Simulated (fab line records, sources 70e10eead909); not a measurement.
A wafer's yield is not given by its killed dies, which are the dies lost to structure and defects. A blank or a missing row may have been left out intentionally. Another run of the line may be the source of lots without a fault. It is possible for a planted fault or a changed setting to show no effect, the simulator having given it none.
Struck lot and sound lot, side by side | flow nandHarc | 15 steps out of a route of 1159
Sound: the wafers L495.3, L495.4, L495.5. Struck: wafer L507.2. (L507.1 of the same lot was not struck and is left out.) The cause comes at the end.
At each step with rows: each side's tool, then ch and its chambers, then its first start. Under that, the readings that differ: sound wafers | struck wafers | difference of the means | sigmas: that difference in standard deviations of wafers without a fault.
alike: same words and numbers on both sides, and readings whose means sit less than 2 such deviations apart. not compared: any withheld reading, any reading some wafer has no value for, any bound like >300 that may hide the same value, and any number with overlapping values for which the record gives no deviation.
A row with sigmas, a row that says differs or no value, or rows on one side alone: a step with any of these is where the two part. Non-overlapping numbers with no deviation appear without sigmas and do not part them. A reading missing from all wafers of one side parts the sides only when that side holds two or more wafers.

first, 7 steps without rows for these wafers: NHARC_A_SGD_CUT_COAT_57 (time 65 s); NHARC_A_SGD_CUT_COAT_03 (resist thk 90 nm); NHARC_A_SGD_CUT_SOFTBAKE_04 (time 55 s); NHARC_A_SGD_CUT_EBR_05; NHARC_A_SGD_CUT_EXPOSE_06 (exposes mask SGD); NHARC_A_SGD_CUT_PEB_07 (peb time 65 s); NHARC_A_SGD_CUT_DEVELOP_08 (develop time 35 s).
NHARC_A_SGD_CUT_CD_MEAS_09 targets a cd of 100 nm.
  sound on cdSem-03 ch 0, day 14 20:20; struck on cdSem-01 ch 0, day 17 02:13
  alike: cdNm
NHARC_A_SGD_CUT_OVL_MEAS_10:
  sound on overlay-02 at day 14 20:25; struck on overlay-02 at day 17 02:18
reading         | sound         | struck | difference | sigmas
overlayXNm (nm) | 0.0 -1.0 -1.3 | 1.0    | +1.8       | +2
  alike: overlayYNm
NHARC_A_SGD_CUT_INSPECT_11:
  sound on defectInspect-02 at day 14 20:28; struck on defectInspect-01 at day 17 02:20
  alike: rawDefectCount
NHARC_A_SGD_CUT_DESCUM_14: chemistry O2, time 3 s.
  sound on rieDiel-06 ch 0,1,2, day 14 20:31; struck on rieDiel-01 ch 1, day 17 02:25
reading             | sound             | struck | difference | sigmas
oesProductAu (a.u.) | 0.992 0.985 0.995 | 1.012  | +0.021     | +3
  alike: drypumpMotorCurrentA, mfcArSccm, rfVppV, showerheadPlenumPTorr, throttleValvePct
  not compared: rfHoursCounterH
NHARC_A_SGD_CUT_ETCH_58: etches the open film in CF4, target depth 39 nm, time 65 s.
  sound on rieDiel-06 ch 0,1, day 14 20:38; struck on rieDiel-01 ch 1, day 17 02:30
reading                      | sound          | struck | difference | sigmas
showerheadPlenumPTorr (Torr) | 1.68 1.76 1.68 | 1.85   | +0.14      | +2
  alike: drypumpMotorCurrentA, mfcArSccm, oesProductAu, rfVppV, throttleValvePct
  not compared: rfHoursCounterH
NHARC_A_SGD_CUT_ETCH_59: etches the open film in N2/H2, target depth 260 nm, time 406.25 s.
  sound on rieDiel-06 ch 1,2, day 14 20:46; struck on rieDiel-01 ch 0, day 17 02:38
reading             | sound             | struck | difference | sigmas
oesProductAu (a.u.) | 0.993 0.995 1.002 | 0.860  | -0.137     | -19
  alike: drypumpMotorCurrentA, mfcArSccm, rfVppV, showerheadPlenumPTorr, throttleValvePct
  not compared: rfHoursCounterH
NHARC_A_SGD_CUT_ETCH_15: etches the open film in CH3F/O2, target depth 75 nm, time 64.3 s.
  sound: rieDiel-06 ch 0,2; struck: rieDiel-01 ch 2
reading                      | sound          | struck | difference | sigmas
drypumpMotorCurrentA (A)     | 5.9 6.4 5.9    | 4.9    | -1.2       | -2
showerheadPlenumPTorr (Torr) | 2.33 2.56 2.33 | 2.60   | +0.19      | +2
  alike: mfcArSccm, oesProductAu, rfVppV, throttleValvePct
  not compared: rfHoursCounterH
then, 1 step without rows for these wafers: NHARC_END_SORT_01.

## WHERE THEY PART
First at NHARC_A_SGD_CUT_OVL_MEAS_10; last, within this record, at NHARC_A_SGD_CUT_ETCH_15.

WHY: whatever the simulator had introduced
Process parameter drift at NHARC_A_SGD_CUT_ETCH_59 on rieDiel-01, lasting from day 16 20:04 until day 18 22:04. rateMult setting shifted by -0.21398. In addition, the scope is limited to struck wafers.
